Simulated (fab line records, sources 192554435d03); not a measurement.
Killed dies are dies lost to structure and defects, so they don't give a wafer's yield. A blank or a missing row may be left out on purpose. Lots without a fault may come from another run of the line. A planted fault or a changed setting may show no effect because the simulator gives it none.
fab line records | flow n5_finfet
record lots=6 wafers=18 last_day=19
route steps=1938 shown BEOL_M7@1280 BEOL_M15@1830 PASSIVATION@1936
lots that met no fault: from a run of the same line without faults
start_h: hours from the record's first day to the start of the lot's first wafer shown | wait_h: hours since the lot's step before | " the same as in the row above | L1.1+2: a row that stands for several wafers | - no value, or no start given | * or withheld: withheld | < > ~ a bound
route shown NAME@n: a module of which the file shows steps, and the number in the route of the first | usual: mean/standard deviation of fault-free wafers | same: alike in all rows | chamber/n: place in a boat | sites: the reading at each site | _std_site: their standard deviation | _edge_site: outer sites' mean less inner sites' | radius_mm: how far each site lies from the wafer's centre | mask NAME#n: copy n | behind: the tool/chamber that last shaped the wafer | hold: why the lot was held/for how many hours/how that ended | device: the transistor (n, p or np) that didn't switch | end of line: the same wafers' tests at the end of the route | a step without rows: its recipe alone | killed: dies lost to structure and defects at the first sort, not the wafer's yield | map: a wafer's dies, x killed, . not, _ none there
set.NAME: the setting as run; set.NAME@STEP: as run at that earlier step | model.NAME: the simulator's own value behind a step, which no gauge read
steps of the route over a sample of lots; a table a step, a row a wafer
services: from which hour (start_h, from the record's first day; less than 0 if before it) a tool's chamber was out of use, for how many hours, and why
## steps
# step N5_BEOL_M7_ETCH_61
# recipe chemistry=CF4 target=SiARC target_depth_a=455 mask_material=CAR-ArF time_s=75.8 ion_energy_ev=80 pressure_mtorr=40 source_w=545 bias_w=36 Ar_flow_sccm=100 cf4_flow_sccm=100 ends=cleared
# usual cf4_flow_sccm=99.98/0.29 chamber_pressure_mTorr=40.00/0.035 drypump_motor_current_A=5.5/0.52 etch_rf_on_time_s=75.6/1.6 oes_product_au=0.67/0.072 rf_fwd_power_W=538.9/2.7 rf_vpp_V=184.3/1.2 showerhead_plenum_p_Torr=2.17/0.079 throttle_valve_pct=15.70/0.22
# columns lot.wafer tool chamber start_h wait_h cf4_flow_sccm chamber_pressure_mTorr drypump_motor_current_A etch_rf_on_time_s oes_product_au rf_fwd_power_W rf_hours_counter_h rf_vpp_V showerhead_plenum_p_Torr throttle_valve_pct
L988.1 rie_diel-05 3 206.94 0.0 99.72 40.08 6.1 77.0 0.73 539.5 40 182.9 2.10 15.30
L988.4 " 1 " " 100.15 40.05 5.6 73.6 0.72 538.2 63 185.8 2.27 15.81
L988.6 " 2 " " 99.77 40.04 5.0 74.5 0.79 541.9 - 184.9 2.27 15.64
L990.2 rie_diel-03 1 248.93 0.0 99.78 39.98 6.0 76.8 0.60 541.8 185 183.1 2.13 15.89
L990.3 " 0 " " 99.73 39.95 4.9 76.3 0.64 536.1 180 184.0 2.04 15.89
L990.5 " 2 " " 100.44 40.03 6.1 72.2 0.83 538.3 - 185.7 2.20 15.27
L999.2 rie_diel-05 2 284.47 0.0 100.12 39.97 5.0 74.2 0.76 535.8 43 185.1 2.26 15.69
L999.3 " 1 " " 100.14 40.01 5.6 74.5 0.69 536.1 85 187.3 2.26 15.85
L999.4 " 3 " " 99.72 40.00 6.1 76.4 0.71 537.7 62 182.7 2.09 15.35
L100.1 rie_diel-04 2 287.95 0.0 99.39 40.07 5.1 75.7 0.60 535.5 221 184.1 2.04 15.80
L100.4 " 3 " " 100.04 40.00 4.9 77.5 0.61 545.1 195 184.9 2.20 15.78
L100.6 " 2 " " 100.08 40.03 5.1 75.4 0.60 538.1 - 181.6 2.04 15.80
L102.2 rie_diel-05 0 305.80 0.0 100.20 40.06 5.8 75.1 0.68 537.8 101 185.4 2.25 15.62
L102.5 " 0 " " 100.13 39.97 5.8 75.1 0.68 538.9 - 184.7 2.25 15.60
L102.6 " 1 " " 99.67 40.03 5.6 74.5 0.69 537.3 - 185.3 2.26 15.85
L108.3 rie_diel-05 2 368.41 0.0 99.93 40.04 5.0 73.8 0.73 539.0 66 185.1 2.25 15.73
L108.4 " 0 " " 99.63 40.02 5.8 74.6 0.67 540.7 119 184.8 2.24 15.65
L108.5 " 2 " " 99.33 39.95 5.0 74.0 0.73 538.7 - 185.1 2.25 15.74
# step N5_BEOL_M7_CD_MEAS_28
# recipe target_cd_nm=40 landing_energy_ev=500 detector=se_inlens
# usual cd_nm=40.03/0.24
# columns lot.wafer tool chamber start_h wait_h cd_nm
L988.1 cd_sem-02 0 208.40 - 39.82
L988.4 " 0 " " 40.12
L988.6 " 0 " " 39.97
L990.2 cd_sem-02 0 250.42 - 40.08
L990.3 " 0 " " 39.89
L990.5 " 0 " " 39.83
L999.2 cd_sem-01 0 286.31 - 40.04
L999.3 " 0 " " 39.79
L999.4 " 0 " " 40.21
L100.1 cd_sem-03 0 292.52 - 40.64
L100.4 " 0 " " 39.44
L100.6 " 0 " " 40.26
L102.2 cd_sem-01 0 306.54 - 40.06
L102.5 " 0 " " 39.98
L102.6 " 0 " " 40.53
L108.3 cd_sem-02 0 369.84 - 39.51
L108.4 " 0 " " 39.98
L108.5 " 0 " " 39.78
# step N5_BEOL_M7_VIA_ETCH_34
# recipe chemistry=C4F6/O2 target=SiCOH_lowk target_depth_a=1255 mask_material=SOC taper_deg=4 time_s=50.5 ion_energy_ev=250 pressure_mtorr=30 source_w=345 bias_w=185 Ar_flow_sccm=300 C4F6_flow_sccm=10 O2_flow_sccm=10
# usual chamber_pressure_mTorr=30.000/0.027 drypump_motor_current_A=5.6/0.55 oes_product_au=0.79/0.087 rf_fwd_power_W=340.9/1.8 rf_vpp_V=668/10 showerhead_plenum_p_Torr=2.85/0.099 throttle_valve_pct=20.98/0.28
# columns lot.wafer tool chamber start_h wait_h chamber_pressure_mTorr drypump_motor_current_A oes_product_au rf_fwd_power_W rf_hours_counter_h rf_vpp_V showerhead_plenum_p_Torr throttle_valve_pct
L988.1 rie_diel-03 2 208.91 0.0 30.041 6.1 0.69 342.6 247 683 2.91 20.94
L988.4 " 3 " " 29.974 6.3 0.94 338.4 12 655 2.82 21.21
L988.6 " 3 " " 29.991 6.3 0.95 338.8 - 657 2.82 21.22
L990.2 rie_diel-03 2 250.83 0.0 30.018 6.1 0.96 341.4 5 681 2.90 20.50
L990.3 " 3 " " 29.991 6.3 0.91 340.3 27 655 2.82 21.23
L990.5 " 0 " " 29.970 4.9 0.74 339.4 - 668 2.72 21.18
L999.2 rie_diel-03 1 286.83 0.0 29.993 6.0 0.69 339.5 197 659 2.82 21.12
L999.3 " 3 " " 29.987 6.3 0.90 339.5 37 655 2.81 21.25
L999.4 " 0 " " 30.015 4.9 0.73 340.7 191 667 2.71 21.19
L100.1 rie_diel-05 3 293.30 0.0 30.043 6.1 0.84 340.3 64 667 2.77 20.60
L100.4 " 2 " " 29.944 5.0 0.88 339.6 45 677 3.00 21.00
L100.6 " 3 " " 29.962 6.2 0.83 341.7 - 667 2.77 20.61
L102.2 rie_diel-03 2 306.85 0.0 29.958 6.2 0.92 341.2 21 682 2.90 20.51
L102.5 " 3 " " 30.056 6.3 0.89 338.2 - 654 2.81 21.26
L102.6 " 2 " " 30.014 6.2 0.92 341.9 - 683 2.90 20.52
L108.3 rie_diel-03 2 370.14 0.0 30.020 6.2 0.87 340.5 43 681 2.89 20.55
L108.4 " 0 " " 30.010 4.9 0.72 339.1 218 667 2.70 21.22
L108.5 " 0 " " 30.031 4.9 0.72 338.8 - 667 2.70 21.23
# step N5_BEOL_M7_TRENCH_ETCH_37
# recipe chemistry=C4F6/O2 target_depth_a=934.78 target=SiCOH_lowk time_s=31.2 ion_energy_ev=250 pressure_mtorr=30 source_w=345 bias_w=185 Ar_flow_sccm=300 C4F6_flow_sccm=10 O2_flow_sccm=10
# usual chamber_pressure_mTorr=30.000/0.025 drypump_motor_current_A=5.6/0.55 oes_product_au=0.79/0.087 rf_fwd_power_W=339.4/2 rf_vpp_V=668/10 showerhead_plenum_p_Torr=2.85/0.099 throttle_valve_pct=21.02/0.28
# columns lot.wafer tool chamber start_h wait_h chamber_pressure_mTorr drypump_motor_current_A oes_product_au rf_fwd_power_W rf_hours_counter_h rf_vpp_V showerhead_plenum_p_Torr throttle_valve_pct
L988.1 rie_diel-03 2 209.00 - 30.049 6.1 0.68 342.1 247 682 2.91 20.97
L988.4 " 3 " " 29.968 6.3 0.94 337.7 12 655 2.82 21.24
L988.6 " 3 " " 30.003 6.3 0.93 336.8 - 656 2.82 21.25
L990.2 rie_diel-03 2 250.92 - 29.997 6.1 0.97 339.3 5 682 2.90 20.51
L990.3 " 3 " " 29.999 6.3 0.90 336.5 27 655 2.82 21.24
L990.5 " 0 " " 30.019 4.9 0.75 337.3 - 667 2.72 21.22
L999.2 rie_diel-03 1 286.92 - 30.043 6.1 0.65 257.7 197 758 2.82 21.12
L999.3 " 3 " " 29.987 6.3 0.84 254.3 37 755 2.81 21.28
L999.4 " 0 " " 30.015 4.9 0.69 254.8 191 767 2.71 21.21
L100.1 rie_diel-05 3 293.39 - 29.968 6.1 0.83 342.2 64 666 2.77 20.62
L100.4 " 2 " " 29.961 5.0 0.88 340.9 45 676 3.00 21.01
L100.6 " 3 " " 29.960 6.1 0.83 339.1 - 668 2.77 20.62
L102.2 rie_diel-03 2 306.94 - 30.026 6.2 0.86 257.2 21 786 2.90 20.53
L102.5 " 3 " " 30.009 6.3 0.84 253.6 - 754 2.81 21.29
L102.6 " 2 " " 29.993 6.1 0.86 258.2 - 786 2.90 20.51
L108.3 rie_diel-03 2 370.23 - 29.978 6.2 0.87 341.3 43 683 2.89 20.57
L108.4 " 0 " " 30.022 4.9 0.71 336.4 218 666 2.70 21.29
L108.5 " 0 " " 29.997 4.9 0.71 337.8 - 667 2.70 21.26
# step N5_BEOL_M7_OCD_MEAS_38
# usual trench_depth_nm=93.4/1.9
# columns lot.wafer tool chamber start_h wait_h trench_depth_nm
L988.1 ocd-02 - 209.16 - 93.0
L988.4 " - " " 93.7
L988.6 " - " " 92.9
L990.2 ocd-02 - 251.08 - 97.4
L990.3 " - " " 93.1
L990.5 " - " " 92.6
L999.2 ocd-01 - 287.08 - 83.1
L999.3 " - " " 85.0
L999.4 " - " " 83.0
L100.1 ocd-02 - 293.55 - 93.3
L100.4 " - " " 94.7
L100.6 " - " " 92.5
L102.2 ocd-02 - 307.10 - 87.2
L102.5 " - " " 86.1
L102.6 " - " " 87.6
L108.3 ocd-02 - 370.39 - 96.7
L108.4 " - " " 91.5
L108.5 " - " " 91.9
# step N5_BEOL_M7_RS_MEAS_57
# recipe thk_meas_gauge=four-point-probe reads=Cu_of_BEOL_M7_ECD_50+Co_of_BEOL_M7_CVD_78+TaN_of_BEOL_M7_ALD_77
# usual M7_RS=0.285/0.0083
# columns lot.wafer tool chamber start_h wait_h M7_RS[ohm/sq]
L988.1 film_metro-02 - 212.97 0.1 0.288
L988.4 " - " " 0.280
L988.6 " - " " 0.282
L990.2 film_metro-01 - 254.98 0.1 0.278
L990.3 " - " " 0.283
L990.5 " - " " 0.298
L999.2 film_metro-02 - 292.56 0.1 0.342
L999.3 " - " " 0.327
L999.4 " - " " 0.333
L100.1 film_metro-01 - 296.55 0.1 0.281
L100.4 " - " " 0.288
L100.6 " - " " 0.285
L102.2 film_metro-01 - 309.67 0.1 0.315
L102.5 " - " " 0.309
L102.6 " - " " 0.304
L108.3 film_metro-02 - 372.92 0.1 0.273
L108.4 " - " " 0.294
L108.5 " - " " 0.296
# step N5_BEOL_M15_RC_MEAS_101
# usual COMB_M10=1.5e-11/3e-12 COMB_M11=1.43e-11/3e-12 COMB_M12=6.6e-12/1.2e-12 COMB_M13=4.9e-12/9.3e-13 COMB_M14=4e-12/7.8e-13 COMB_M15=2.8e-12/6e-13 COMB_M15_max_site=3.9e-12/9.6e-13 COMB_M5=3.6e-11/6.4e-12 COMB_M6=2.5e-11/5.3e-12 COMB_M7=2.7e-11/5.7e-12 COMB_M7_max_site=3.8e-11/8.9e-12 COMB_M8=2.6e-11/5.2e-12 COMB_M9=1.5e-11/3.4e-12 SERP_M10=3.11/0.096 SERP_M11=3.08/0.083 SERP_M12=0.635/0.017 SERP_M13=0.308/0.0074 SERP_M14=0.162/0.0035 SERP_M5=38.5/1.7 SERP_M6=13.7/0.65 SERP_M7=13.8/0.55 SERP_M7_max_site=14.4/0.57 SERP_M8=13.6/0.51 SERP_M9=3.06/0.089
# columns lot.wafer tool chamber start_h wait_h COMB_M10[S/m] COMB_M11[S/m] COMB_M12[S/m] COMB_M13[S/m] COMB_M14[S/m] COMB_M15[S/m] COMB_M15_max_site[S/m] COMB_M5[S/m] COMB_M6[S/m] COMB_M7[S/m] COMB_M7_max_site[S/m] COMB_M8[S/m] COMB_M9[S/m] SERP_M10[ohm/um] SERP_M11[ohm/um] SERP_M12[ohm/um] SERP_M13[ohm/um] SERP_M14[ohm/um] SERP_M5[ohm/um] SERP_M6[ohm/um] SERP_M7[ohm/um] SERP_M7_max_site[ohm/um] SERP_M8[ohm/um] SERP_M9[ohm/um]
L988.1 prober-02 0 276.88 0.0 1.5e-11 1.52e-11 6.4e-12 4.4e-12 5e-12 3.2e-12 4.6e-12 3.9e-11 2.7e-11 2.4e-11 3.2e-11 2.7e-11 1.7e-11 3.11 2.91 0.622 0.297 0.159 39.4 14.6 14.5 15.2 14.0 2.87
L988.4 " 0 " " 1.6e-11 1.05e-11 6.6e-12 6.2e-12 4.2e-12 3.5e-12 4.3e-12 3.5e-11 2.1e-11 1.8e-11 2.4e-11 2.1e-11 2.2e-11 3.03 3.07 0.629 0.303 0.161 39.7 13.4 14.3 15.1 13.3 2.99
L988.6 " 0 " " 1.5e-11 1.76e-11 4.8e-12 5.3e-12 2.9e-12 3.5e-12 4.9e-12 2.7e-11 3e-11 2.8e-11 3.6e-11 2.5e-11 1.9e-11 3.06 2.97 0.599 0.304 0.160 36.6 13.8 13.9 14.3 13.1 2.99
L990.2 prober-02 0 317.37 0.5 1.5e-11 1.59e-11 5.7e-12 4.8e-12 3.5e-12 2.9e-12 4.7e-12 4.1e-11 3.4e-11 2.2e-11 3.5e-11 2.4e-11 1.8e-11 3.14 3.13 0.647 0.299 0.162 36.9 13.8 13.8 14.3 14.2 3.10
L990.3 " 0 " " 1.5e-11 9.5e-12 6e-12 4.9e-12 3.9e-12 2.6e-12 3.9e-12 3e-11 2.3e-11 2.9e-11 4.7e-11 1.7e-11 1.8e-11 3.19 3.05 0.648 0.302 0.170 38.4 15.1 13.9 14.5 14.3 3.12
L990.5 " 0 " " 1.7e-11 1.25e-11 9.1e-12 5e-12 5.1e-12 2.7e-12 3.5e-12 4.7e-11 2.8e-11 3.3e-11 4.5e-11 2.1e-11 1.8e-11 3.14 3.05 0.608 0.297 0.163 37.7 13.3 14.9 15.6 13.1 3.05
L100.1 prober-01 0 356.17 0.0 1.2e-11 1.78e-11 5.4e-12 3.9e-12 3.1e-12 2.7e-12 4.5e-12 3e-11 3.3e-11 1.5e-11 2.7e-11 1.8e-11 1.2e-11 3.20 3.01 0.657 0.305 0.163 41.4 12.9 13.5 13.8 12.9 3.10
L100.4 " 0 " " 1.6e-11 9.5e-12 7.5e-12 3.4e-12 4.1e-12 2.1e-12 2.8e-12 3.6e-11 2.8e-11 1.9e-11 3.2e-11 2.3e-11 1e-11 3.06 3.16 0.638 0.307 0.164 38.9 13.2 13.4 14.3 13.6 3.23
L100.6 " 0 " " 1.1e-11 1.14e-11 6.1e-12 3.4e-12 3.8e-12 2.6e-12 3.5e-12 4e-11 3.1e-11 1.7e-11 2.5e-11 2.8e-11 1.4e-11 3.19 3.08 0.662 0.312 0.161 39.0 13.2 13.7 14.2 12.9 3.11
L999.2 prober-02 0 359.36 0.2 1.8e-11 2.28e-11 7.2e-12 5.3e-12 3e-12 2.6e-12 3.7e-12 2.9e-11 2.5e-11 3.9e-11 4.7e-11 2e-11 1.2e-11 3.16 3.05 0.627 0.312 0.165 41.0 13.1 17.9 19.2 13.9 2.98
L999.3 " 0 " " 1.2e-11 1.13e-11 7.2e-12 4.9e-12 4.2e-12 3.1e-12 3.9e-12 4.8e-11 2.6e-11 2e-11 2.7e-11 3.6e-11 1.8e-11 3.21 3.12 0.643 0.304 0.163 41.5 13.6 16.5 16.8 13.6 3.08
L999.4 " 0 " " 1.4e-11 1.7e-11 6.6e-12 6.4e-12 4e-12 3e-12 4.5e-12 3e-11 2.2e-11 2.4e-11 4.2e-11 3e-11 1.7e-11 3.07 3.21 0.641 0.307 0.159 39.6 14.1 16.8 17.2 13.5 3.18
L102.2 prober-02 0 367.11 0.2 1e-11 1.35e-11 7.2e-12 4.6e-12 3.4e-12 2.8e-12 4.9e-12 3.8e-11 2.7e-11 2.6e-11 4e-11 2.6e-11 1.7e-11 3.08 2.90 0.615 0.313 0.159 37.2 14.2 15.7 16.3 13.9 3.22
L102.5 " 0 " " 1.5e-11 1.26e-11 6e-12 3.8e-12 2.9e-12 2.9e-12 3.6e-12 3.4e-11 2.6e-11 3.4e-11 4.3e-11 2.5e-11 1.6e-11 3.24 3.02 0.619 0.313 0.169 37.1 13.7 15.2 16.0 13.5 3.11
L102.6 " 0 " " 1.5e-11 1.38e-11 6.4e-12 5.1e-12 3.4e-12 2.2e-12 3.1e-12 4e-11 2.7e-11 2.2e-11 3.2e-11 2.3e-11 1.9e-11 3.03 2.96 0.662 0.308 0.159 36.6 14.2 14.8 15.3 13.9 3.17
L108.3 prober-01 0 431.12 0.3 2e-11 1.16e-11 8.2e-12 3.7e-12 3.9e-12 2.3e-12 2.9e-12 4.2e-11 1.6e-11 3.5e-11 4.7e-11 2.9e-11 1.4e-11 2.99 3.11 0.616 0.306 0.163 42.6 13.0 12.8 13.4 12.9 3.18
L108.4 " 0 " " 1.5e-11 1.35e-11 5.7e-12 4.3e-12 3.1e-12 3.1e-12 4.4e-12 3.4e-11 1.9e-11 3.4e-11 6.8e-11 2.2e-11 1.6e-11 3.03 3.12 0.613 0.311 0.162 40.8 12.8 13.7 14.3 14.1 3.20
L108.5 " 0 " " 1.6e-11 1.53e-11 6.5e-12 5.6e-12 3.1e-12 3.2e-12 3.6e-12 3.6e-11 2e-11 2.7e-11 4.1e-11 2.4e-11 2e-11 2.91 3.09 0.609 0.309 0.160 40.8 14.0 13.8 14.3 13.0 3.08
# sites SERP_M7 radius_mm=0,75,75,75,75,140,140,140,140
L988.1 15.2 14.7 14.5 14.5 14.5 14.2 13.5 14.4 14.1
L990.2 13.7 14.0 14.3 13.9 13.9 13.6 13.7 13.8 13.6
L100.1 13.8 13.5 13.7 13.5 13.5 13.5 13.1 13.0 13.6
L999.2 19.2 18.2 18.0 17.9 18.1 16.1 16.0 16.2 16.2
L102.2 15.9 15.9 16.3 15.6 15.7 15.5 15.4 16.2 14.9
L108.3 12.5 13.4 13.0 12.8 13.2 12.8 12.8 12.6 13.1
# step N5_PASSIVATION_PROBE_49
# usual defect_limited_yield=91.4/1.5 killed_at_M0_to_M3=35/12 killed_at_M4_up=13/5.8 killed_at_contacts=12/5.5 killed_at_front_end=36/9.9 killed_at_other=4/3.7 killed_dies=101/18 killed_open=66/13 killed_short=33/8 sort_bin_5_function=5.0/1 sort_bin_6_memory=3.2/0.67 sort_bin_8_speed=0.00/0.0099 sort_n_pass=1079/18 sort_yield_pct=91.4/1.5
# same gross_dies=1180 killed_at_back_side=0 sort_bin_4_leakage[%]=0
# columns lot.wafer tool chamber start_h wait_h defect_limited_yield[%] killed_at_M0_to_M3 killed_at_M4_up killed_at_contacts killed_at_front_end killed_at_other killed_dies killed_open killed_short sort_bin_5_function[%] sort_bin_6_memory[%] sort_bin_8_speed[%] sort_n_pass sort_yield_pct[%]
L988.1 prober-02 - 290.28 0.0 89.2 47 40 9 30 1 127 85 40 5.9 4.6 0 1053 89.2
L988.4 prober-02 - 290.43 0.2 89.9 38 21 9 48 3 119 83 36 6.4 3.6 0 1061 89.9
L988.6 prober-02 - 290.53 0.3 89.2 34 29 10 54 1 128 88 39 6.1 4.6 0 1052 89.2
L990.2 prober-01 - 330.95 0.1 89.7 40 9 22 40 11 122 80 42 5.8 4.1 0 1058 89.7
L990.3 prober-01 - 331.00 0.1 92.4 27 11 17 32 3 90 60 29 4.5 2.8 0 1090 92.4
L990.5 prober-01 - 331.10 0.2 90.1 49 16 8 42 2 117 63 48 4.9 4.0 0 1063 90.1
L100.1 prober-02 - 371.57 0.0 92.6 49 9 1 22 6 87 60 25 4.2 2.7 0 1093 92.6
L100.4 prober-02 - 371.72 0.2 90.6 62 18 10 17 4 111 75 32 5.5 3.5 0 1069 90.6
L100.6 prober-02 - 371.82 0.3 92.1 49 7 9 22 6 93 64 29 4.1 3.6 0 1087 92.1
L999.2 prober-01 - 373.96 0.1 93.2 26 7 3 41 3 80 41 31 3.6 2.2 0.08 1100 93.2
L999.3 prober-01 - 374.01 0.1 91.0 35 9 17 35 10 106 64 42 4.9 3.9 0 1074 91.0
L999.4 prober-01 - 374.06 0.2 91.9 34 10 10 22 20 96 66 29 4.6 3.4 0 1084 91.9
L102.2 prober-01 - 380.66 0.1 89.7 52 11 11 41 6 121 79 40 5.8 4.0 0 1059 89.7
L102.5 prober-01 - 380.81 0.2 89.9 50 17 18 27 7 119 85 33 6.3 3.7 0 1061 89.9
L102.6 prober-01 - 380.86 0.3 87.7 60 17 34 26 8 145 88 53 7.1 4.7 0 1035 87.7
L108.3 prober-02 - 448.33 0.1 94.2 22 3 9 32 2 68 38 28 2.7 2.7 0 1112 94.2
L108.4 prober-02 - 448.38 0.2 88.9 45 10 20 54 2 131 93 38 7.1 3.7 0 1049 88.9
L108.5 prober-02 - 448.43 0.2 91.1 39 14 18 32 2 105 65 38 5.3 3.5 0 1075 91.1
# killed by level:class
L988.1 BEOL_M4:geometric_particle:open=26 BEOL_M2:geometric_particle:open=12 BEOL_M0_SAQP:geometric_particle:short=11 BEOL_M3:geometric_particle:open=10 BEOL_M4:geometric_particle:short=9 MOL_CONTACT_COAG:geometric_particle:open=8 GATE_CUT:geometric_particle:short=7 DUMMY_GATE:geometric_particle:open=5
L988.4 STI_FIN_REVEAL:geometric_particle:open=16 BEOL_M2:geometric_particle:open=13 FIN_SAQP:geometric_particle:open=9 BEOL_M3:geometric_particle:open=9 BEOL_M4:geometric_particle:open=9 FIN_SAQP:geometric_particle:short=8 MOL_CONTACT_COAG:geometric_particle:open=5 BEOL_M0_SAQP:geometric_particle:open=5
L988.6 BEOL_M4:geometric_particle:open=15 STI_FIN_REVEAL:geometric_particle:open=14 BEOL_M2:geometric_particle:open=13 MOL_CONTACT_COAG:geometric_particle:open=8 STI_FIN_REVEAL:geometric_particle:short=8 BEOL_M3:geometric_particle:open=7 FIN_SAQP:geometric_particle:open=5 BEOL_M1:geometric_particle:short=5
L990.2 MOL_CONTACT_COAG:geometric_particle:open=17 BEOL_M0_SAQP:geometric_particle:short=10 BEOL_M2:geometric_particle:open=10 FIN_SAQP:geometric_particle:open=8 FIN_SAQP:geometric_particle:short=8 BEOL_M0_SAQP:geometric_particle:open=7 DUMMY_GATE:geometric_particle:open=6 STI_FIN_REVEAL:geometric_particle:open=6
L990.3 MOL_CONTACT_COAG:geometric_particle:open=14 BEOL_M0_SAQP:geometric_particle:open=9 BEOL_M0_SAQP:geometric_particle:short=8 FIN_SAQP:geometric_particle:short=7 STI_FIN_REVEAL:geometric_particle:open=6 BEOL_M4:geometric_particle:open=5 BEOL_M3:geometric_particle:open=5 FIN_SAQP:geometric_particle:open=4
L990.5 BEOL_M0_SAQP:geometric_particle:short=18 BEOL_M0_SAQP:geometric_particle:open=12 FIN_SAQP:geometric_particle:open=8 BEOL_M4:geometric_particle:open=7 FIN_SAQP:geometric_particle:short=6 BEOL_M3:geometric_particle:open=6 BEOL_M3:geometric_particle:short=6 HKMG_FIN:area_etch=6
L100.1 BEOL_M0_SAQP:geometric_particle:open=13 BEOL_M1:geometric_particle:open=9 BEOL_M3:geometric_particle:open=8 DUMMY_GATE:geometric_particle:open=6 BEOL_M0_SAQP:geometric_particle:short=6 BEOL_M2:geometric_particle:short=4 BEOL_M2:geometric_particle:open=4 FIN_SAQP:geometric_particle:short=3
L100.4 BEOL_M0_SAQP:geometric_particle:short=15 BEOL_M0_SAQP:geometric_particle:open=13 BEOL_M0:geometric_particle:open=9 BEOL_M3:geometric_particle:open=8 BEOL_M4:geometric_particle:open=8 MOL_CONTACT_COAG:geometric_particle:open=7 BEOL_M2:geometric_particle:open=7 DUMMY_GATE:geometric_particle:open=3
L100.6 BEOL_M0_SAQP:geometric_particle:open=10 BEOL_M0_SAQP:geometric_particle:short=9 BEOL_M1:geometric_particle:open=9 BEOL_M2:geometric_particle:open=8 FIN_SAQP:geometric_particle:open=7 MOL_CONTACT_COAG:geometric_particle:open=7 BEOL_M1:geometric_particle:short=6 BEOL_M3:geometric_particle:open=6
L999.2 FIN_SAQP:geometric_particle:open=11 FIN_SAQP:geometric_particle:short=9 BEOL_M0_SAQP:geometric_particle:short=7 BEOL_M3:geometric_particle:open=7 BEOL_M0_SAQP:geometric_particle:open=6 HKMG_FIN:area_etch=6 GATE_CUT:geometric_particle:short=4 STARTING-WAFER:geometric_particle:short=3
L999.3 MOL_CONTACT_COAG:geometric_particle:open=14 BEOL_M0_SAQP:geometric_particle:short=13 BEOL_M0_SAQP:geometric_particle:open=10 STI_FIN_REVEAL:geometric_particle:open=8 FIN_SAQP:geometric_particle:short=7 BEOL_M3:geometric_particle:open=6 FIN_SAQP:geometric_particle:open=4 DUMMY_GATE:geometric_particle:open=4
L999.4 PASS1_CAP:geometric_particle:open=9 MOL_CONTACT_COAG:geometric_particle:open=8 BEOL_M0_SAQP:geometric_particle:open=8 PASS1_CAP:geometric_particle:short=7 DUMMY_GATE:geometric_particle:open=6 BEOL_M0_SAQP:geometric_particle:short=6 BEOL_M2:geometric_particle:open=6 BEOL_M3:geometric_particle:open=6
L102.2 BEOL_M3:geometric_particle:open=12 STI_FIN_REVEAL:geometric_particle:open=10 BEOL_M0_SAQP:geometric_particle:open=10 DUMMY_GATE:geometric_particle:open=9 MOL_CONTACT_COAG:geometric_particle:open=8 BEOL_M0_SAQP:geometric_particle:short=8 BEOL_M8:geometric_particle:open=7 BEOL_M2:geometric_particle:open=7
L102.5 MOL_CONTACT_COAG:geometric_particle:open=16 BEOL_M2:geometric_particle:open=13 BEOL_M0_SAQP:geometric_particle:open=12 FIN_SAQP:geometric_particle:open=8 BEOL_M4:geometric_particle:open=8 BEOL_M3:geometric_particle:open=7 BEOL_M1:geometric_particle:short=5 BEOL_M0_SAQP:geometric_particle:short=4
L102.6 MOL_CONTACT_COAG:geometric_particle:open=26 BEOL_M1:geometric_particle:short=14 BEOL_M2:geometric_particle:open=10 GATE_CUT:geometric_particle:short=10 BEOL_M0_SAQP:geometric_particle:open=9 BEOL_M4:geometric_particle:open=9 MOL_CONTACT_COAG:geometric_particle:short=7 BEOL_M0_SAQP:geometric_particle:short=7
L108.3 MOL_CONTACT_COAG:geometric_particle:open=7 BEOL_M0_SAQP:geometric_particle:open=7 STI_FIN_REVEAL:geometric_particle:open=5 DUMMY_GATE:geometric_particle:open=5 BEOL_M2:geometric_particle:open=5 FIN_SAQP:geometric_particle:short=4 BEOL_M0_SAQP:geometric_particle:short=4 FIN_SAQP:geometric_particle:open=3
L108.4 FIN_SAQP:geometric_particle:short=17 MOL_CONTACT_COAG:geometric_particle:open=16 STI_FIN_REVEAL:geometric_particle:open=12 BEOL_M0_SAQP:geometric_particle:open=12 BEOL_M1:geometric_particle:open=10 FIN_SAQP:geometric_particle:open=9 DUMMY_GATE:geometric_particle:open=8 BEOL_M3:geometric_particle:open=8
L108.5 MOL_CONTACT_COAG:geometric_particle:open=13 BEOL_M3:geometric_particle:open=8 BEOL_M0_SAQP:geometric_particle:short=7 STI_FIN_REVEAL:geometric_particle:open=7 FIN_SAQP:geometric_particle:short=6 BEOL_M2:geometric_particle:open=6 FIN_SAQP:geometric_particle:open=5 MOL_CONTACT_COAG:geometric_particle:short=5
## services
# columns tool chamber start_h hours kind
rie_diel-05 1 184.83 6.6 repair
rie_diel-05 - 187.41 14.6 pm
rie_diel-03 0 196.77 6.4 repair
rie_diel-04 3 200.90 12.8 repair
rie_diel-04 2 216.19 9.9 repair
rie_diel-03 2 216.52 - clean
rie_diel-03 2 216.52 - consumable_replace:focus_ring
rie_diel-03 2 216.52 17.4 scheduled_down
rie_diel-03 2 216.52 17.4 vent_cycle
rie_diel-05 3 251.62 3.5 repair
rie_diel-03 - 253.91 0.7 repair
rie_diel-04 3 309.13 11.7 repair
rie_diel-04 1 326.22 4.5 repair
rie_diel-04 3 358.52 5.5 repair
## key
first_sign step=N5_BEOL_M7_TRENCH_ETCH_37 reading=rf_fwd_power_W direction=down sigmas=41 usual=* struck=*
effect step=N5_BEOL_M7_TRENCH_ETCH_37 reading=rf_vpp_V direction=up sigmas=9.9 usual=668 struck=767
effect step=N5_BEOL_M7_OCD_MEAS_38 reading=trench_depth_nm direction=down sigmas=4.3 usual=93.4 struck=85.3
effect step=N5_BEOL_M7_RS_MEAS_57 reading=M7_RS direction=up sigmas=4.5 usual=0.285 struck=0.322
effect step=N5_BEOL_M15_RC_MEAS_101 reading=SERP_M7 direction=up sigmas=4.3 usual=13.8 struck=16.2
met_at N5_BEOL_M7_TRENCH_ETCH_37
struck_lots L999,L102
not_acting_at N5_BEOL_M7_ETCH_61,N5_BEOL_M7_CD_MEAS_28,N5_BEOL_M7_VIA_ETCH_34
onset_between 250.92 286.92
fault kind=process_parameter_drift tool=rie_diel-03 chamber=- onset_h=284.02 steps=N5_BEOL_M7_TRENCH_ETCH_37 channel=source_w offset=-82.8 shape=step end_h=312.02 acts_in=these_recipes_only stated=345
